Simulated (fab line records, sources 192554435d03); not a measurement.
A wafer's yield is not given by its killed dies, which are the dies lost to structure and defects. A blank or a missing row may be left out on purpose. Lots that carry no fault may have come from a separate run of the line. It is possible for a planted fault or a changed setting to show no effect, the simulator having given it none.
Comparing a struck lot with a sound one + flow n5 finfet + 16 out of 1938 route steps
Sound: these wafers, L730.1, L730.5, L730.6. Struck: wafer L737.5. (L737.4, L737.6 of the same lot were not struck and are left out.) The cause comes at the end.
At each step with rows: each side's tool, then ch and its chambers, then its first start. Under that, the readings that differ: sound wafers + struck wafers + difference of the means + sigmas: that difference in standard deviations of wafers without a fault.
alike: words and numbers the same on both sides, and readings whose means are apart by under 2 such deviations; not compared: readings that were withheld, readings missing a value for some wafer, numbers with overlapping values and no deviation given by the record, and bounds like >300 which may hide the same value.
A row with sigmas, a row that says differs or no value, or rows on one side alone: a step with any of these is where the two part. Non-overlapping numbers with no deviation appear without sigmas and do not part them. A reading that every wafer of one side lacks parts them only if that side has two wafers or more.

N5_SDB_CD_MEAS_11: target cd 50 nm.
  sound on cd sem-02 ch 0, day 3 17:08; struck on cd sem-03 ch 0, day 5 16:38
  alike: cd nm
N5_SDB_OVL_MEAS_12:
  sound on overlay-01 ch 0, day 3 17:10; struck on overlay-01 ch 0, day 5 16:40
  alike: SDB_OVL
N5_SDB_INSPECT_13: inspects for defects (brightfield).
  struck on defect inspect-01, day 5 16:41; sound on defect inspect-02, day 3 17:11
  alike: raw defect count
N5_SDB_DESCUM_16: chemistry O2, time 7.9 s.
  sound on rie diel-04 ch 2,3, day 3 17:13; struck on rie diel-04 ch 1, day 5 17:10
  alike: drypump motor current A, oes product au, rf vpp V, showerhead plenum p Torr, throttle valve pct
  not compared: rf hours counter h
N5_SDB_ETCH_17: etches SiARC in CF4, target depth 23.4 nm, time 39 s.
  sound on rie diel-04 ch 2,3, day 3 17:15; struck on rie diel-04 ch 1, day 5 17:12
| reading               | sound          | struck | difference | sigmas |
|-----------------------|----------------|--------|------------|--------|
| etch rf on time s (s) | 38.8 38.3 38.6 | 36.6   | -2.0       | -2     |
  alike: drypump motor current A, oes product au, rf vpp V, showerhead plenum p Torr, throttle valve pct
  not compared: rf hours counter h
N5_SDB_ETCH_18: etches SOC in N2/H2, target depth 100 nm, overetch 20 nm, time 150 s.
  sound on rie diel-04 ch 2,3, day 3 17:17; struck on rie diel-04 ch 1, day 5 17:14
  alike: drypump motor current A, oes product au, rf vpp V, showerhead plenum p Torr, throttle valve pct
  not compared: rf hours counter h
then, 1 step without rows for these wafers: N5_SDB_STRIP_19 (strips in N2/H2).
N5_SDB_STRIP_21: strips in CF4.
  sound on rie diel-04 ch 2,3, day 3 17:25; struck on rie diel-04 ch 1, day 5 17:23
  alike: drypump motor current A, oes product au, rf vpp V, showerhead plenum p Torr, throttle valve pct
  not compared: rf hours counter h
then, 4 steps without rows for these wafers: N5_SDB_HM_OPEN_20 (chemistry CH3F/O2, target SiNx, stops on poly-Si, target depth 24 nm); N5_SDB_STRIP_22 (strips in N2/H2); N5_SDB_PRECLEAN_23 (cleans in dHF, time 30 s); N5_SDB_DUMMY_REMOVE_24 (chemistry TMAH, target poly-Si, stops on SiO2, target depth 142 nm, time 57 s, rinse time 30 s).
N5_SDB_ETCH_25: etches SiO2 in C4F6/O2, target depth 10 nm, time 3.3 s.
  sound on rie diel-03 ch 1,3, day 3 17:46; struck on rie diel-04 ch 0, day 5 17:42
| reading                  | sound             | struck | difference | sigmas |
|--------------------------|-------------------|--------|------------|--------|
| model.etch.depth nm (nm) | 10.01 9.721 9.977 | 8.064  | -1.839     |        |
  alike: drypump motor current A, oes product au, rf vpp V, showerhead plenum p Torr, throttle valve pct
  not compared: rf hours counter h
N5_SDB_CUT_ETCH_26: etches Si in HBr/Cl2/O2, target depth 129.6 nm, bt time 20 s, time 51.8 s.
  sound on rie si-03 ch 0,3, day 3 17:51; struck on rie si-02 ch 0, day 5 17:47
  alike: drypump motor current A, oes product au, throttle valve pct
  not compared: rf hours counter h
-- the record jumps here: 4 days lie between the struck wafers' starts before and after (it left off in module SDB and takes up again in module BEOL_M4, whose first step shown is number 1111 of the route) --
N5_BEOL_M4_RC_MEAS_101:
  sound on prober-02 ch 0, day 7 19:55; struck on prober-02 ch 0, day 9 17:32
| reading        | sound             | struck | difference | sigmas |
|----------------|-------------------|--------|------------|--------|
| DIBL_N (mV/V)  | 34.0 35.0 35.7    | 38.5   | +3.6       | +2     |
| DIBL_P (mV/V)  | 31.5 32.7 34.8    | 38.5   | +5.5       | +3     |
| IOFF_N (nA/um) | 0.107 0.117 0.131 | 0.197  | +0.079     | +3     |
| IOFF_P (nA/um) | 0.14 0.15 0.19    | 0.28   | +0.12      | +3     |
| SS_N (mV/dec)  | 70.2 71.0 71.1    | 72.1   | +1.3       | +2     |
| VT_P (mV)      | -256 -255 -252    | -245   | +9         | +3     |
  alike: ION_N, ION_P, SS_P, VT_N
N5_PASSIVATION_PROBE_49:
  the record has rows for the sound wafers here (prober-02, day 12 06:07) and none for the struck ones

WHERE THEY PART
Earliest at N5_SDB_ETCH_17; latest, in this record, at N5_PASSIVATION_PROBE_49.

WHY: whatever the simulator had introduced
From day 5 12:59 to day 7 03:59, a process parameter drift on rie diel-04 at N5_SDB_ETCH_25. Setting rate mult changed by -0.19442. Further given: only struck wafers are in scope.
